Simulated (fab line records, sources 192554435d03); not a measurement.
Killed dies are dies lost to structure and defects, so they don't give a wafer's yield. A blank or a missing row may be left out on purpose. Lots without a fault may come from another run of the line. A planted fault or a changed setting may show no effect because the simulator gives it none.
Split-lot experiment | flow n5_finfet | 7 lots, 17 wafers read, on a route of 1938 steps

THE SPLIT
At N5_BEOL_M5_SPUTTER_81 (material Cu, target thk 15 nm, time 27.62 s), the setting time_s was moved away from the recipe's 27.62 s on 6 of the 17 wafers read, by -14.4% to +14.8%. The other wafers ran this setting at the recipe's value.

The reading is taken at the split's own step.

THE READING
Cu_of_BEOL_M5_SPUTTER_81.thk_nm (the simulator's own value, which no gauge read), in nm, at N5_BEOL_M5_SPUTTER_81 (material Cu, target thk 15 nm, time 27.62 s). The file gives no usual value for it. The 11 wafers here that ran the recipe average 14.9 nm, standard deviation 0.27 nm.

wafer  | tool, chamber at the split | time_s as run, s | against the recipe | Cu_of_BEOL_M5_SPUTTER_81.thk_nm, nm | against lot-mates on the recipe
L076.3 | pvd_sputter-03, -          | 27.62            | recipe             | 15.2                                | -
L076.6 | pvd_sputter-03, -          | 27.62            | recipe             | 15.2                                | -
L076.4 | pvd_sputter-03, -          | 27.62            | recipe             | 14.8                                | -
L075.1 | pvd_sputter-02, -          | 23.64            | -14.4%             | 12.8                                | no lot-mate on the recipe
L075.2 | pvd_sputter-02, -          | 23.64            | -14.4%             | 12.8                                | no lot-mate on the recipe
L084.3 | pvd_sputter-02, -          | 27.62            | recipe             | 14.8                                | -
L084.4 | pvd_sputter-02, -          | 31.72            | +14.8%             | 17                                  | +2.2
L082.1 | pvd_sputter-01, -          | 27.62            | recipe             | 15                                  | -
L082.4 | pvd_sputter-01, -          | 29.52            | +6.9%              | 15.8                                | +0.8
L086.2 | pvd_sputter-02, -          | 27.62            | recipe             | 15.2                                | -
L086.3 | pvd_sputter-02, -          | 27.62            | recipe             | 15.2                                | -
L091.3 | pvd_sputter-02, -          | 27.62            | recipe             | 14.8                                | -
L091.4 | pvd_sputter-02, -          | 25.81            | -6.6%              | 14                                  | -0.8
L091.6 | pvd_sputter-02, -          | 25.81            | -6.6%              | 14.2                                | -0.6
L096.1 | pvd_sputter-01, -          | 27.62            | recipe             | 14.4                                | -
L096.4 | pvd_sputter-01, -          | 27.62            | recipe             | 14.6                                | -
L096.5 | pvd_sputter-01, -          | 27.62            | recipe             | 14.6                                | -

THE FIT
A straight line over all 17 wafers: Cu_of_BEOL_M5_SPUTTER_81.thk_nm changes by +0.141 nm for each +1% of time_s; r = +0.97; the points scatter about the line by 0.24 nm.
The same after taking each lot's own level away (the mean of its wafers on the recipe; 15 wafers): +0.133 nm for each +1%; r = +0.98; scatter 0.14 nm.
On that fit, the largest move of time_s shifts the reading by 2 nm.
The lots' own levels span 14.53 to 15.20 nm, that is 2.4 times the standard deviation above.
So the lot-to-lot level changes the slope little: the two slopes agree.
Check: with one of the wafers moved furthest among these (+14.8%) left out of the fit, the line predicts +1.65 nm for it against its lot-mates. It came out at +2.2 nm against them.

OTHER SPLITS ON THESE WAFERS
These wafers also went through other splits before the reading. Each is held against what the fit with the lots' levels taken away leaves over:
other split on the same wafers    | wafers away from the commonest value | r with Cu_of_BEOL_M5_SPUTTER_81.thk_nm (lot level and that fit taken away)
N5_BEOL_M5_HM_DEP_02 target_thk_a | 8                                    | -0.09

THE FILE'S OWN FIT
Cu_of_BEOL_M5_SPUTTER_81.thk_nm changes by +0.136 nm for each +1% of time_s, r = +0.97.
